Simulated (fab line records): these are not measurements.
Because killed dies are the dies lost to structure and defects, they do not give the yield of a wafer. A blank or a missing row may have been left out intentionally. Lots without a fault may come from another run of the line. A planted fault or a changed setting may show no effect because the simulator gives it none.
fab line records	flow nandHarc
record: lots: 22	wafers: 66	lastDay: 25
route steps=1159 shown A_STAIRCASE@558
lots that met no fault: from a run of the same line without faults
startH: start of the lot's first displayed wafer, in hours after the record's first day	waitH: how many hours have passed since the lot's step before this one	" unchanged from the row above	L1.1+2: one row covering several wafers at once	- value missing, or start not given	* or withheld: withheld	< > ~ a bound
route shown NAME@n: names a module that has steps shown in the file, with the first one's number in the route	usual: average and standard deviation across the fault-free wafers	same: alike in all rows	chamber/n: place in a boat	sites: readings site by site	_std_site: the standard deviation of these	_edge_site: the outer-site mean with the inner-site mean subtracted	radiusMm: for every site, how far away it sits from the centre of the wafer	mask NAME#n: copy n	behind: the most recent tool/chamber to have shaped the wafer	hold: why the lot went on hold/how many hours it stayed there/how the hold came to an end	device: names the non-switching transistor (n, p or np)	end of line: the tests these same wafers got at the end of their route	step lacking rows: just its recipe	killed: at the first sort, the dies lost to defects and structure; wafer yield is something else	map: a wafer's dies, marking killed ones x, the rest . and places with no die _
set.NAME: the run value of the setting; set.NAME@STEP: its run value at that earlier step	model.NAME: the simulator's own value behind a step, which no gauge read
route steps across a sampled set of lots; one table per step, one row per wafer
services: the hour from which a tool's chamber was out of use, counted from the record's first day as startH (under 0 if before that day), plus the number of hours and why
== steps ==
step: NHARC_A_STAIRCASE_ETCH_21
recipe: targetDepthA: 1000	timeS: 40.5	ionEnergyEv: 400	c4f8FlowSccm: 20	o2FlowSccm: 10	arFlowSccm: withheld	rfW: 600	biasW: 1000	chemistry: C4F8/O2
usual: chamberPressureMTorr: 25.000/0.023	oesProductAu: 0.942/0.018	rfVppV: 893/5.1
lot.wafer	tool	chamber	startH	waitH	chamberPressureMTorr	oesProductAu	rfHoursCounterH	rfVppV
L074.4	rieDiel-13	1	-	-	24.992	0.917	42	893
L074.2	"	0	"	"	25.007	0.933	44	889
L074.6	"	2	"	"	25.008	0.923	-	894
L075.4	rieDiel-08	2	-	-	24.998	0.914	42	892
L075.5	"	1	"	"	24.984	0.952	-	889
L075.6	"	2	"	"	25.017	0.907	-	888
L076.1	rieDiel-05	1	-	-	25.014	0.941	29	903
L076.4	"	2	"	"	25.016	0.951	31	893
L076.6	"	0	"	"	24.967	0.932	-	890
L078.3	rieDiel-08	0	-	-	25.016	0.943	43	891
L078.5	"	0	"	"	24.999	0.946	-	891
L078.6	"	3	"	"	24.992	0.960	-	889
L082.3	rieDiel-08	1	-	-	25.056	0.954	54	888
L082.4	"	0	"	"	24.995	0.955	53	891
L082.5	"	1	"	"	25.001	0.952	-	889
L080.1	rieDiel-05	0	-	-	25.017	0.931	41	892
L080.2	"	1	"	"	24.996	0.951	42	902
L080.3	"	2	"	"	24.977	0.950	42	892
L081.4	rieDiel-05	3	-	-	25.016	0.924	36	893
L081.1	"	2	"	"	25.011	0.929	43	895
L081.5	"	0	"	"	25.004	0.910	-	892
L083.2	rieDiel-13	2	-	-	24.985	0.950	1	894
L083.3	"	3	"	"	24.986	0.945	1	905
L083.5	"	0	"	"	25.000	0.969	-	891
L084.1	rieDiel-05	1	-	-	24.997	0.941	48	905
L084.2	"	2	"	"	24.985	0.955	47	893
L084.6	"	0	"	"	25.008	0.926	-	890
L085.1	rieDiel-08	3	-	-	24.991	0.985	60	886
L085.3	"	0	"	"	25.050	0.962	61	891
L085.2	"	2	"	"	25.015	0.960	63	889
L087.4	rieDiel-05	1	-	-	24.987	0.935	54	902
L087.1	"	2	"	"	24.998	0.949	53	894
L087.6	"	0	"	"	25.008	0.935	-	891
L086.2	rieDiel-05	3	-	-	25.003	0.972	48	891
L086.1	"	0	"	"	24.962	0.959	56	890
L086.6	"	0	"	"	24.943	0.945	-	891
L088.3	rieDiel-08	3	-	-	24.999	0.958	4	886
L088.1	"	1	"	"	24.984	0.960	4	889
L088.5	"	0	"	"	24.968	0.950	-	890
L090.3	rieDiel-05	2	-	-	24.991	0.940	58	893
L090.2	"	3	"	"	24.977	0.944	52	892
L090.6	"	2	"	"	25.034	0.939	-	893
L091.3	rieDiel-05	2	-	-	24.978	0.957	60	894
L091.2	"	0	"	"	24.940	0.957	63	891
L091.5	"	1	"	"	24.989	0.957	-	902
L089.4	rieDiel-13	1	-	-	25.002	0.924	21	895
L089.1	"	3	"	"	24.979	0.932	20	903
L089.5	"	0	"	"	25.009	0.947	-	889
L092.3	rieDiel-13	1	-	-	24.990	0.952	23	892
L092.6	"	2	"	"	25.011	0.968	-	891
L092.5	"	3	"	"	24.982	0.966	-	905
L094.3	rieDiel-08	3	-	-	25.042	0.949	15	887
L094.2	"	1	"	"	24.991	0.951	14	889
L094.5	"	2	"	"	25.023	0.924	-	889
L093.2	rieDiel-05	1	-	-	24.967	0.977	0	902
L093.4	"	3	"	"	25.023	0.929	1	892
L093.5	"	2	"	"	24.988	0.949	-	893
L095.3	rieDiel-13	2	-	-	24.997	0.927	36	892
L095.1	"	1	"	"	24.997	0.932	34	892
L095.5	"	2	"	"	25.017	0.919	-	893
L097.1	rieDiel-13	3	-	-	25.041	0.936	35	903
L097.5	"	2	"	"	24.990	0.919	-	893
L097.6	"	3	"	"	24.982	0.921	-	905
L096.3	rieDiel-13	2	-	-	24.977	0.933	38	892
L096.6	"	2	"	"	25.053	0.937	-	892
L096.5	"	3	"	"	24.986	0.933	-	904
step: NHARC_A_STAIRCASE_ETCH_192
recipe: targetDepthA: 1000	timeS: 40.5	ionEnergyEv: 400	c4f8FlowSccm: 20	o2FlowSccm: 10	arFlowSccm: withheld	rfW: 600	biasW: 1000	chemistry: C4F8/O2
usual: chamberPressureMTorr: 24.998/0.024	oesProductAu: 0.941/0.016	rfVppV: 894/5.6
lot.wafer	tool	chamber	startH	waitH	chamberPressureMTorr	oesProductAu	rfHoursCounterH	rfVppV
L074.4	rieDiel-13	2	-	-	24.969	0.952	41	895
L074.2	"	0	"	"	24.957	0.944	45	890
L074.6	"	2	"	"	24.970	0.947	-	896
L075.4	rieDiel-05	1	-	-	24.988	0.943	30	902
L075.5	"	0	"	"	25.022	0.923	-	892
L075.6	"	1	"	"	24.928	0.946	-	905
L076.4	rieDiel-05	3	-	-	24.975	0.943	22	891
L076.1	"	0	"	"	24.990	0.927	27	892
L076.6	"	1	"	"	25.010	0.954	-	902
L078.3	rieDiel-05	2	-	-	25.036	0.958	35	892
L078.6	"	1	"	"	25.011	0.957	-	903
L078.5	"	2	"	"	24.982	0.938	-	893
L082.4	rieDiel-13	1	-	-	25.025	0.944	0	893
L082.3	"	3	"	"	25.021	0.941	0	903
L082.5	"	0	"	"	25.018	0.953	-	890
L080.1	rieDiel-08	1	-	-	24.991	0.953	59	889
L080.2	"	2	"	"	24.998	0.926	58	891
L080.3	"	0	"	"	25.000	0.941	57	890
L081.4	rieDiel-13	0	-	-	25.012	0.956	1	889
L081.1	"	2	"	"	24.973	0.930	1	895
L081.5	"	0	"	"	24.981	0.948	-	889
L083.3	rieDiel-13	0	-	-	25.007	0.949	3	889
L083.2	"	1	"	"	25.007	0.921	3	893
L083.5	"	0	"	"	25.003	0.954	-	890
L084.1	rieDiel-13	0	-	-	24.980	0.958	6	888
L084.2	"	2	"	"	24.998	0.936	6	893
L084.6	"	0	"	"	25.007	0.948	-	891
L085.3	rieDiel-08	2	-	-	25.031	0.929	64	890
L085.2	"	3	"	"	25.007	0.971	61	887
L085.1	"	0	"	"	24.989	0.962	63	890
L087.1	rieDiel-05	1	-	-	24.952	0.930	56	903
L087.4	"	0	"	"	24.969	0.935	56	890
L087.6	"	2	"	"	25.005	0.925	-	893
L086.2	rieDiel-05	0	-	-	24.968	0.929	57	891
L086.1	"	2	"	"	24.998	0.943	55	892
L086.6	"	1	"	"	24.985	0.925	-	902
L088.3	rieDiel-05	0	-	-	25.003	0.943	60	890
L088.1	"	1	"	"	24.977	0.943	60	902
L088.5	"	3	"	"	25.003	0.936	-	892
L090.2	rieDiel-05	1	-	-	25.043	0.943	61	903
L090.3	"	3	"	"	24.994	0.972	53	892
L090.6	"	0	"	"	24.971	0.939	-	891
L091.3	rieDiel-13	2	-	-	24.992	0.917	23	893
L091.2	"	0	"	"	25.052	0.947	20	889
L091.5	"	3	"	"	24.990	0.928	-	903
L089.4	rieDiel-13	2	-	-	25.005	0.907	23	892
L089.1	"	3	"	"	24.987	0.949	21	902
L089.5	"	1	"	"	24.982	0.916	-	893
L092.3	rieDiel-13	0	-	-	25.020	0.950	23	890
L092.6	"	2	"	"	24.949	0.922	-	894
L092.5	"	3	"	"	25.010	0.928	-	903
L094.3	rieDiel-13	3	-	-	25.006	0.928	27	904
L094.2	"	0	"	"	24.993	0.943	26	889
L094.5	"	0	"	"	25.000	0.931	-	890
L093.2	rieDiel-08	3	-	-	24.990	0.970	19	887
L093.4	"	0	"	"	25.021	0.942	14	890
L093.5	"	3	"	"	24.968	0.968	-	887
L095.1	rieDiel-08	2	-	-	25.023	0.937	23	889
L095.3	"	0	"	"	24.965	0.938	20	889
L095.5	"	2	"	"	24.990	0.932	-	889
L097.1	rieDiel-05	3	-	-	25.043	0.934	5	891
L097.6	"	0	"	"	24.985	0.938	-	890
L097.5	"	1	"	"	24.989	0.975	-	903
L096.3	rieDiel-05	3	-	-	24.990	0.936	6	890
L096.6	"	1	"	"	24.965	0.972	-	901
L096.5	"	2	"	"	25.010	0.961	-	893
step: NHARC_A_STAIRCASE_TRIM_198
recipe: timeS: 211.2	o2FlowSccm: 500	arFlowSccm: 0	biasW: 0	chemistry: O2
usual: chamberPressureMTorr: 60.00/0.057	drypumpMotorCurrentA: 5.8/0.49	oesProductAu: 1.000/0.014	rfVppV: 57.6/0.95	showerheadPlenumPTorr: 3.45/0.13	throttleValvePct: 17.036/0.0094
lot.wafer	tool	chamber	startH	waitH	chamberPressureMTorr	drypumpMotorCurrentA	oesProductAu	rfHoursCounterH	rfVppV	showerheadPlenumPTorr	throttleValvePct
L074.2	rieDiel-05	1	-	-	59.98	6.5	1.018	26	57.6	3.71	17.027
L074.4	"	2	"	"	60.11	6.1	1.017	26	57.7	3.45	17.034
L074.6	"	3	"	"	60.02	5.7	1.008	-	56.4	3.43	17.043
L075.4	rieDiel-13	3	-	-	59.97	6.2	0.984	47	58.8	3.78	17.032
L075.6	"	1	"	"	60.11	6.0	1.001	-	56.5	3.45	17.034
L075.5	"	2	"	"	59.95	5.0	1.003	-	56.9	3.47	17.045
L076.4	rieDiel-05	0	-	-	60.05	5.4	0.982	28	57.5	3.40	17.031
L076.1	"	2	"	"	59.97	6.1	1.007	32	58.3	3.45	17.039
L076.6	"	1	"	"	59.97	6.5	1.000	-	57.6	3.71	17.010
L078.3	rieDiel-05	3	-	-	60.00	5.8	0.996	26	57.1	3.42	17.032
L078.6	"	3	"	"	60.07	5.8	0.998	-	57.6	3.42	17.043
L078.5	"	0	"	"	60.05	5.4	0.978	-	57.5	3.39	17.026
L082.3	rieDiel-08	2	-	-	59.87	5.0	0.992	58	57.2	3.36	17.039
L082.5	"	1	"	"	59.96	6.0	1.007	-	56.3	3.32	17.055
L082.4	"	2	"	"	59.93	5.0	0.997	-	56.4	3.36	17.028
L080.3	rieDiel-05	3	-	-	59.97	5.8	1.001	37	56.5	3.42	17.042
L080.1	"	0	"	"	59.97	5.4	0.978	43	58.0	3.39	17.037
L080.2	"	1	"	"	60.03	6.5	1.008	44	58.9	3.70	17.039
L081.4	rieDiel-05	2	-	-	59.98	6.1	1.010	44	57.3	3.44	17.037
L081.1	"	3	"	"	60.04	5.8	1.001	37	59.1	3.42	17.035
L081.5	"	1	"	"	60.01	6.5	1.002	-	57.6	3.70	17.047
L083.2	rieDiel-13	0	-	-	60.03	6.2	1.007	3	56.8	3.35	17.046
L083.3	"	2	"	"	59.91	5.0	0.979	4	58.3	3.46	17.035
L083.5	"	0	"	"	60.09	6.2	1.010	-	56.1	3.35	17.013
L084.1	rieDiel-05	0	-	-	60.03	5.4	0.989	48	57.2	3.39	17.031
L084.2	"	3	"	"	59.95	5.8	1.000	41	55.9	3.41	17.041
L084.6	"	1	"	"	60.00	6.5	1.013	-	57.6	3.70	17.044
L085.2	rieDiel-05	0	-	-	60.02	5.4	0.995	48	59.2	3.38	17.035
L085.1	"	1	"	"	59.97	6.6	0.998	50	58.6	3.70	17.038
L085.3	"	2	"	"	60.16	6.1	1.010	49	58.4	3.44	17.045
L087.1	rieDiel-13	3	-	-	59.99	6.2	0.996	16	59.4	3.77	17.048
L087.4	"	0	"	"	60.08	6.2	1.023	14	56.6	3.35	17.040
L087.6	"	1	"	"	59.93	6.0	0.988	-	58.2	3.44	17.024
L086.1	rieDiel-08	3	-	-	60.04	5.3	1.017	4	57.1	3.29	17.044
L086.2	"	1	"	"	59.99	6.0	1.021	5	57.6	3.32	17.047
L086.6	"	3	"	"	59.96	5.3	1.017	-	57.3	3.29	17.039
L088.3	rieDiel-13	1	-	-	59.89	6.0	0.985	18	57.8	3.44	17.020
L088.1	"	3	"	"	60.01	6.2	1.004	18	58.1	3.76	17.040
L088.5	"	2	"	"	59.98	5.0	0.999	-	57.6	3.46	17.042
L090.2	rieDiel-05	2	-	-	60.00	6.1	1.017	58	57.4	3.44	17.036
L090.3	"	0	"	"	60.10	5.4	1.003	61	56.6	3.38	17.038
L090.6	"	3	"	"	60.00	5.8	1.003	-	57.4	3.41	17.038
L091.2	rieDiel-13	3	-	-	60.00	6.1	0.988	22	60.0	3.76	17.033
L091.3	"	1	"	"	60.04	6.0	0.985	22	57.9	3.43	17.041
L091.5	"	2	"	"	59.99	5.0	0.990	-	59.6	3.45	17.034
L089.1	rieDiel-08	1	-	-	59.95	6.0	1.004	11	57.7	3.32	17.024
L089.4	"	2	"	"	60.08	5.0	0.967	11	57.5	3.35	17.027
L089.5	"	0	"	"	59.92	5.4	0.996	-	56.6	3.37	17.040
L092.3	rieDiel-13	3	-	-	60.05	6.2	0.988	24	57.8	3.76	17.043
L092.6	"	1	"	"	60.00	6.0	0.984	-	58.2	3.43	17.032
L092.5	"	2	"	"	60.05	5.0	0.983	-	57.5	3.45	17.041
L094.2	rieDiel-05	2	-	-	59.99	6.1	1.004	1	57.8	3.43	17.034
L094.3	"	0	"	"	60.01	5.4	0.977	1	57.1	3.38	17.037
L094.5	"	2	"	"	60.03	6.1	1.001	-	57.8	3.43	17.038
L093.4	rieDiel-08	3	-	-	60.04	5.3	1.021	19	58.0	3.28	17.044
L093.2	"	0	"	"	59.99	5.4	0.998	15	57.2	3.37	17.033
L093.5	"	2	"	"	60.04	5.0	0.984	-	58.4	3.35	17.025
L095.3	rieDiel-13	3	-	-	60.04	6.2	0.988	36	59.5	3.75	17.034
L095.1	"	0	"	"	59.99	6.2	1.008	29	57.0	3.34	17.029
L095.5	"	1	"	"	60.00	6.0	0.969	-	57.8	3.43	17.041
L097.1	rieDiel-05	3	-	-	59.94	5.8	0.993	6	59.0	3.40	17.053
L097.6	"	0	"	"	60.03	5.4	1.000	-	57.7	3.37	17.028
L097.5	"	1	"	"	59.96	6.5	1.018	-	56.5	3.69	17.046
L096.3	rieDiel-05	1	-	-	59.98	6.5	1.031	14	58.2	3.69	17.039
L096.6	"	0	"	"	59.99	5.4	1.007	-	58.0	3.37	17.024
L096.5	"	1	"	"	60.04	6.5	1.031	-	59.3	3.69	17.042
step: NHARC_A_STAIRCASE_ETCH_203
recipe: targetDepthA: 1000	timeS: 40.5	ionEnergyEv: 400	c4f8FlowSccm: 20	o2FlowSccm: 10	arFlowSccm: withheld	rfW: 600	biasW: 1000	chemistry: C4F8/O2
usual: chamberPressureMTorr: 24.999/0.023	oesProductAu: 0.942/0.015	rfVppV: 893/5.1
lot.wafer	tool	chamber	startH	waitH	chamberPressureMTorr	oesProductAu	rfHoursCounterH	rfVppV
L074.2	rieDiel-05	2	-	-	24.955	0.952	27	894
L074.4	"	0	"	"	25.007	0.924	23	891
L074.6	"	2	"	"	25.023	0.945	-	893
L075.4	rieDiel-13	1	-	-	25.022	0.929	47	892
L075.5	"	3	"	"	25.019	0.917	-	904
L075.6	"	0	"	"	25.006	0.935	-	889
L076.4	rieDiel-05	1	-	-	25.015	0.950	31	902
L076.1	"	3	"	"	24.983	0.949	23	892
L076.6	"	1	"	"	25.039	0.947	-	902
L078.3	rieDiel-05	0	-	-	24.998	0.921	31	892
L078.5	"	0	"	"	24.985	0.915	-	892
L078.6	"	1	"	"	24.982	0.932	-	901
L082.3	rieDiel-08	2	-	-	24.998	0.928	58	890
L082.5	"	0	"	"	24.916	0.956	-	890
L082.4	"	1	"	"	24.991	0.967	-	888
L080.1	rieDiel-05	0	-	-	24.987	0.924	43	891
L080.2	"	1	"	"	24.993	0.949	44	903
L080.3	"	2	"	"	24.978	0.961	45	894
L081.4	rieDiel-05	3	-	-	25.002	0.948	38	893
L081.1	"	1	"	"	24.995	0.939	44	902
L081.5	"	2	"	"	25.026	0.954	-	892
L083.2	rieDiel-13	3	-	-	25.005	0.930	4	905
L083.3	"	0	"	"	24.980	0.950	3	890
L083.5	"	0	"	"	25.018	0.945	-	890
L084.2	rieDiel-05	0	-	-	25.064	0.926	48	889
L084.1	"	1	"	"	25.021	0.956	49	902
L084.6	"	3	"	"	25.012	0.926	-	891
L085.2	rieDiel-05	3	-	-	24.975	0.929	42	893
L085.3	"	1	"	"	24.985	0.956	50	902
L085.1	"	2	"	"	25.039	0.937	49	892
L087.1	rieDiel-13	2	-	-	24.979	0.917	17	893
L087.4	"	1	"	"	24.987	0.917	15	893
L087.6	"	3	"	"	24.991	0.945	-	906
L086.1	rieDiel-08	3	-	-	25.019	0.959	5	887
L086.2	"	0	"	"	24.986	0.942	5	891
L086.6	"	1	"	"	24.987	0.965	-	888
L088.1	rieDiel-13	0	-	-	24.991	0.963	18	888
L088.3	"	1	"	"	25.035	0.934	19	893
L088.5	"	1	"	"	25.042	0.939	-	893
L090.3	rieDiel-05	0	-	-	24.991	0.941	62	890
L090.2	"	3	"	"	25.016	0.946	53	891
L090.6	"	1	"	"	25.023	0.935	-	903
L091.3	rieDiel-13	0	-	-	25.014	0.956	21	890
L091.2	"	2	"	"	24.976	0.925	24	895
L091.5	"	0	"	"	24.967	0.956	-	890
L089.1	rieDiel-08	1	-	-	24.984	0.960	12	888
L089.4	"	2	"	"	24.979	0.930	11	888
L089.5	"	0	"	"	24.999	0.941	-	890
L092.3	rieDiel-13	0	-	-	25.022	0.954	24	891
L092.5	"	2	"	"	25.013	0.923	-	893
L092.6	"	3	"	"	25.004	0.941	-	904
L094.2	rieDiel-05	0	-	-	24.988	0.942	1	892
L094.3	"	2	"	"	25.001	0.947	1	892
L094.5	"	1	"	"	24.974	0.969	-	901
L093.4	rieDiel-08	3	-	-	25.013	0.957	19	886
L093.2	"	1	"	"	24.971	0.941	17	889
L093.5	"	3	"	"	25.029	0.946	-	888
L095.1	rieDiel-13	1	-	-	25.028	0.927	37	891
L095.3	"	3	"	"	25.008	0.939	37	904
L095.5	"	0	"	"	24.992	0.957	-	889
L097.1	rieDiel-05	1	-	-	25.023	0.947	13	902
L097.5	"	0	"	"	25.033	0.921	-	890
L097.6	"	1	"	"	25.019	0.946	-	901
L096.3	rieDiel-05	1	-	-	24.994	0.963	14	901
L096.6	"	1	"	"	24.994	0.970	-	902
L096.5	"	2	"	"	24.994	0.951	-	892
step: NHARC_A_STAIRCASE_ETCH_221
recipe: targetDepthA: 1000	timeS: 40.5	ionEnergyEv: 400	c4f8FlowSccm: 20	o2FlowSccm: 10	arFlowSccm: withheld	rfW: 600	biasW: 1000	chemistry: C4F8/O2
usual: chamberPressureMTorr: 24.998/0.024	oesProductAu: 0.937/0.016	rfVppV: 894/5.5
lot.wafer	tool	chamber	startH	waitH	chamberPressureMTorr	oesProductAu	rfHoursCounterH	rfVppV
L074.4	rieDiel-13	3	-	-	24.989	0.905	44	905
L074.2	"	0	"	"	25.017	0.936	46	891
L074.6	"	1	"	"	24.989	0.919	-	892
L075.4	rieDiel-05	3	-	-	24.993	0.938	23	893
L075.5	"	1	"	"	25.019	0.938	-	903
L075.6	"	2	"	"	25.007	0.942	-	894
L076.1	rieDiel-05	1	-	-	25.005	0.929	32	904
L076.4	"	0	"	"	24.982	0.906	29	892
L076.6	"	1	"	"	25.016	0.940	-	902
L078.3	rieDiel-05	2	-	-	25.011	0.945	35	892
L078.5	"	3	"	"	24.993	0.942	-	892
L078.6	"	0	"	"	25.006	0.925	-	891
L082.3	rieDiel-13	2	-	-	25.008	0.926	2	894
L082.4	"	3	"	"	24.961	0.952	2	905
L082.5	"	1	"	"	25.008	0.932	-	894
L080.2	rieDiel-13	0	-	-	24.982	0.942	3	891
L080.3	"	1	"	"	25.003	0.914	3	895
L080.1	"	2	"	"	24.969	0.916	3	893
L081.4	rieDiel-05	2	-	-	25.030	0.937	46	893
L081.1	"	3	"	"	24.971	0.924	39	893
L081.5	"	0	"	"	25.000	0.918	-	891
L083.3	rieDiel-13	3	-	-	24.995	0.953	5	905
L083.2	"	2	"	"	25.003	0.945	5	893
L083.5	"	0	"	"	25.013	0.968	-	889
L084.1	rieDiel-13	3	-	-	24.994	0.953	6	905
L084.2	"	1	"	"	25.024	0.933	7	893
L084.6	"	3	"	"	25.010	0.953	-	903
L085.3	rieDiel-13	0	-	-	24.956	0.941	9	889
L085.1	"	1	"	"	24.996	0.914	10	893
L085.2	"	2	"	"	24.953	0.920	11	894
L087.1	rieDiel-08	3	-	-	24.983	0.949	5	886
L087.4	"	2	"	"	25.018	0.914	4	890
L087.6	"	0	"	"	25.009	0.933	-	891
L086.2	rieDiel-08	0	-	-	24.986	0.940	7	890
L086.1	"	1	"	"	24.998	0.953	6	888
L086.6	"	3	"	"	24.991	0.938	-	888
L088.3	rieDiel-08	3	-	-	24.981	0.963	8	887
L088.1	"	0	"	"	25.041	0.943	8	891
L088.5	"	2	"	"	25.029	0.941	-	890
L090.3	rieDiel-05	0	-	-	24.962	0.950	62	890
L090.2	"	3	"	"	24.974	0.949	53	891
L090.6	"	1	"	"	24.943	0.942	-	901
L091.2	rieDiel-08	2	-	-	25.019	0.929	12	890
L091.3	"	3	"	"	25.004	0.946	13	885
L091.5	"	2	"	"	24.991	0.923	-	890
L089.1	rieDiel-13	2	-	-	25.022	0.919	24	892
L089.4	"	0	"	"	24.958	0.945	22	888
L089.5	"	2	"	"	24.988	0.907	-	895
L092.3	rieDiel-13	2	-	-	24.970	0.928	27	892
L092.6	"	3	"	"	24.952	0.947	-	903
L092.5	"	0	"	"	25.017	0.966	-	889
L094.3	rieDiel-13	1	-	-	24.998	0.926	29	893
L094.2	"	2	"	"	25.037	0.929	30	893
L094.5	"	3	"	"	25.043	0.941	-	904
L093.2	rieDiel-08	3	-	-	24.962	0.937	20	887
L093.4	"	0	"	"	24.981	0.933	15	892
L093.5	"	3	"	"	25.006	0.940	-	888
L095.3	rieDiel-13	3	-	-	24.961	0.948	37	905
L095.1	"	0	"	"	24.999	0.972	30	890
L095.5	"	2	"	"	25.021	0.927	-	893
L097.1	rieDiel-13	2	-	-	24.999	0.919	40	893
L097.6	"	2	"	"	24.969	0.917	-	893
L097.5	"	3	"	"	24.986	0.957	-	904
L096.3	rieDiel-13	3	-	-	24.987	0.920	40	905
L096.5	"	0	"	"	25.004	0.935	-	890
L096.6	"	1	"	"	25.011	0.914	-	891
step: NHARC_A_STAIRCASE_TRIM_222
recipe: timeS: 211.2	o2FlowSccm: 500	arFlowSccm: 0	biasW: 0	chemistry: O2
usual: chamberPressureMTorr: 60.00/0.059	drypumpMotorCurrentA: 5.7/0.49	oesProductAu: 0.997/0.013	rfVppV: 57.6/0.89	showerheadPlenumPTorr: 3.47/0.15	throttleValvePct: 17.037/0.0083
lot.wafer	tool	chamber	startH	waitH	chamberPressureMTorr	drypumpMotorCurrentA	oesProductAu	rfHoursCounterH	rfVppV	showerheadPlenumPTorr	throttleValvePct
L074.4	rieDiel-13	0	-	-	59.98	6.2	0.995	46	57.8	3.36	17.034
L074.2	"	1	"	"	60.01	6.0	1.002	44	58.7	3.45	17.040
L074.6	"	3	"	"	60.11	6.2	0.996	-	58.1	3.78	17.035
L075.4	rieDiel-05	2	-	-	59.92	6.1	0.992	33	58.1	3.45	17.046
L075.5	"	2	"	"	59.95	6.1	1.007	-	58.3	3.45	17.029
L075.6	"	3	"	"	59.99	5.8	0.994	-	57.0	3.42	17.043
L076.1	rieDiel-05	1	-	-	60.03	6.5	0.995	32	57.5	3.71	17.046
L076.4	"	2	"	"	60.01	6.1	1.022	33	57.3	3.45	17.030
L076.6	"	0	"	"	59.93	5.4	0.980	-	56.5	3.40	17.050
L078.3	rieDiel-05	2	-	-	60.04	6.1	1.011	36	58.0	3.45	17.046
L078.6	"	1	"	"	59.91	6.5	1.019	-	58.7	3.71	17.019
L078.5	"	2	"	"	59.95	6.1	1.008	-	58.0	3.45	17.036
L082.3	rieDiel-13	1	-	-	60.06	6.0	0.977	2	58.4	3.44	17.061
L082.4	"	2	"	"	60.00	5.0	0.992	2	57.4	3.47	17.029
L082.5	"	3	"	"	60.07	6.1	0.988	-	57.6	3.77	17.052
L080.2	rieDiel-13	1	-	-	59.97	6.0	0.976	3	58.7	3.44	17.045
L080.3	"	3	"	"	59.96	6.2	1.000	3	58.8	3.77	17.042
L080.1	"	0	"	"	59.94	6.2	1.010	3	56.9	3.35	17.055
L081.4	rieDiel-05	1	-	-	60.06	6.5	1.005	47	58.0	3.70	17.047
L081.1	"	2	"	"	59.94	6.1	1.003	46	58.1	3.44	17.015
L081.5	"	2	"	"	60.04	6.1	0.999	-	57.4	3.44	17.041
L083.2	rieDiel-13	3	-	-	59.99	6.2	0.993	5	57.9	3.77	17.044
L083.3	"	1	"	"	60.03	6.0	0.982	5	56.5	3.44	17.038
L083.5	"	2	"	"	60.04	5.0	0.991	-	59.0	3.46	17.040
L084.2	rieDiel-13	3	-	-	60.02	6.1	0.992	6	59.1	3.77	17.021
L084.1	"	0	"	"	60.09	6.1	1.023	6	57.7	3.35	17.034
L084.6	"	1	"	"	60.13	6.0	0.985	-	56.4	3.44	17.037
L085.1	rieDiel-13	3	-	-	59.94	6.2	1.005	10	58.5	3.77	17.027
L085.2	"	0	"	"	59.93	6.2	1.020	9	57.4	3.35	17.030
L085.3	"	1	"	"	59.98	6.0	0.987	10	59.0	3.44	17.043
L087.4	rieDiel-08	0	-	-	60.02	5.4	1.003	5	58.7	3.37	17.040
L087.1	"	1	"	"	60.03	6.0	1.008	5	56.9	3.32	17.039
L087.6	"	2	"	"	60.06	5.0	0.984	-	57.2	3.35	17.049
L086.1	rieDiel-08	0	-	-	60.08	5.4	0.993	7	57.5	3.37	17.033
L086.2	"	1	"	"	59.99	6.0	1.012	6	58.4	3.32	17.039
L086.6	"	2	"	"	59.99	5.0	0.981	-	57.4	3.35	17.023
L088.1	rieDiel-08	2	-	-	60.02	5.0	0.980	7	58.5	3.35	17.038
L088.3	"	3	"	"	59.99	5.3	1.006	8	57.4	3.29	17.047
L088.5	"	3	"	"	60.05	5.3	1.013	-	56.1	3.29	17.034
L090.3	rieDiel-05	0	-	-	60.00	5.4	0.995	62	58.2	3.38	17.030
L090.2	"	1	"	"	59.91	6.4	1.003	61	58.1	3.69	17.028
L090.6	"	1	"	"	59.84	6.5	0.995	-	58.5	3.70	17.022
L091.3	rieDiel-08	3	-	-	60.04	5.3	1.019	13	58.1	3.29	17.039
L091.2	"	1	"	"	60.00	6.0	1.019	12	56.1	3.32	17.035
L091.5	"	3	"	"	59.92	5.3	1.017	-	57.6	3.29	17.047
L089.4	rieDiel-13	0	-	-	59.91	6.2	1.015	22	57.2	3.34	17.037
L089.1	"	2	"	"	59.99	5.0	0.981	24	58.4	3.45	17.031
L089.5	"	3	"	"	60.01	6.2	0.995	-	58.4	3.76	17.032
L092.3	rieDiel-13	3	-	-	59.93	6.2	1.005	26	57.8	3.76	17.034
L092.6	"	3	"	"	60.05	6.1	1.006	-	58.6	3.76	17.033
L092.5	"	0	"	"	60.00	6.1	1.021	-	56.7	3.34	17.035
L094.3	rieDiel-13	1	-	-	59.99	6.0	0.984	29	57.5	3.43	17.044
L094.2	"	3	"	"	60.05	6.1	0.990	29	58.6	3.76	17.033
L094.5	"	2	"	"	59.95	5.0	0.981	-	57.1	3.45	17.013
L093.4	rieDiel-08	0	-	-	59.96	5.4	0.989	15	55.5	3.37	17.043
L093.2	"	1	"	"	59.99	6.0	1.008	18	56.6	3.31	17.030
L093.5	"	0	"	"	59.91	5.4	0.990	-	57.9	3.37	17.033
L095.3	rieDiel-13	3	-	-	59.94	6.1	0.995	37	58.7	3.75	17.026
L095.1	"	0	"	"	59.96	6.2	1.014	30	58.1	3.34	17.046
L095.5	"	2	"	"	59.98	5.0	0.982	-	57.3	3.45	17.041
L097.1	rieDiel-13	3	-	-	59.97	6.1	0.992	39	57.9	3.75	17.029
L097.5	"	1	"	"	59.98	6.0	0.994	-	58.2	3.42	17.039
L097.6	"	2	"	"	60.02	5.0	0.980	-	58.2	3.45	17.036
L096.3	rieDiel-13	3	-	-	60.03	6.2	0.990	40	58.0	3.75	17.040
L096.5	"	2	"	"	60.07	5.0	0.986	-	57.6	3.44	17.030
L096.6	"	3	"	"	60.04	6.2	0.989	-	58.8	3.75	17.035
== services ==
tool	chamber	startH	hours	kind
rieDiel-08	0	230.90	4.1	repair
rieDiel-13	0	231.10	-	clean
rieDiel-13	1	231.10	-	clean
rieDiel-13	2	231.10	-	clean
rieDiel-13	3	231.10	-	clean
rieDiel-08	2	253.28	3.2	repair
rieDiel-13	0	255.73	-	clean
rieDiel-13	1	255.73	-	clean
rieDiel-13	2	255.73	-	clean
rieDiel-13	3	255.73	-	clean
rieDiel-05	2	273.08	2.7	repair
rieDiel-13	-	276.04	9.0	pm
rieDiel-13	0	276.04	9.0	ventCycle
rieDiel-13	1	276.04	9.0	ventCycle
rieDiel-13	2	276.04	9.0	ventCycle
rieDiel-13	3	276.04	9.0	ventCycle
rieDiel-13	0	285.04	-	clean
rieDiel-13	1	285.04	-	clean
rieDiel-13	2	285.04	-	clean
rieDiel-13	3	285.04	-	clean
rieDiel-08	3	287.17	3.8	repair
rieDiel-08	0	328.04	12.9	repair
rieDiel-05	-	340.67	9.0	pm
rieDiel-05	3	358.94	11.9	repair
== key ==
fault none
